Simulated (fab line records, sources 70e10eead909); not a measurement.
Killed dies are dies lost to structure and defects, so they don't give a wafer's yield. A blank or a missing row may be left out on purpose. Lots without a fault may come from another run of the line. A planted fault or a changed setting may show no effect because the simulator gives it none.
Chamber matching | flow nand_harc | NHARC_A_CONTACT_DEP_85 on pecvd-01: 3 sister chambers
The step deposits SiON, target thk 50 nm. 6 wafers are shown with their chamber, then 12 later ones without.

WAFERS WITH THEIR CHAMBER
wafer  | chamber | heater_power_w (W)
L095.2 | 1       | 812
L095.3 | 0       | 710
L095.4 | 0       | 713
L095.1 | 2       | 836
L095.5 | 1       | 835
L095.6 | 2       | 811

WAFERS WITHOUT THEIR CHAMBER
wafer  | heater_power_w (W)
L092.1 | 692
L092.5 | 722
L092.6 | 722
L097.1 | 752
L097.2 | 711
L097.4 | 771
L097.3 | 771
L097.5 | 773
L097.6 | 722
L096.3 | 851
L096.4 | 840
L096.6 | 767

WHICH CHAMBER EACH WENT THROUGH
wafer  | from the rows above          | in truth
L092.1 | 0                            | 0
L092.5 | 0                            | 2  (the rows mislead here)
L092.6 | 0                            | 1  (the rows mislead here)
L097.1 | 0                            | 0
L097.2 | 0                            | 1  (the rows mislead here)
L097.4 | can't be placed: 1 or 2 or 0 | 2
L097.3 | can't be placed: 1 or 2 or 0 | 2
L097.5 | can't be placed: 1 or 2 or 0 | 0
L097.6 | 0                            | 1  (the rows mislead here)
L096.3 | can't be placed: 1 or 2      | 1
L096.4 | can't be placed: 1 or 2      | 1
L096.6 | can't be placed: 0 or 1 or 2 | 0
Placed correctly: 2 of 12. Can't be placed from these rows: 6 (the true chamber is among the candidates in 6). Placed wrongly: 4.
How it was worked out, from the rows above alone: a wafer's distance from a chamber is the root of the sum, over the readings, of the square of ((its reading less the chamber's mean) divided by the reading's scatter). The wafer belongs to the nearest chamber; if the next one is less than 2 further off, it can't be placed. A chamber's mean is the mean of its shown wafers. The scatter: the root of (the sum of the squares of (reading less its chamber's mean) over the shown wafers, divided by (wafers less chambers)).
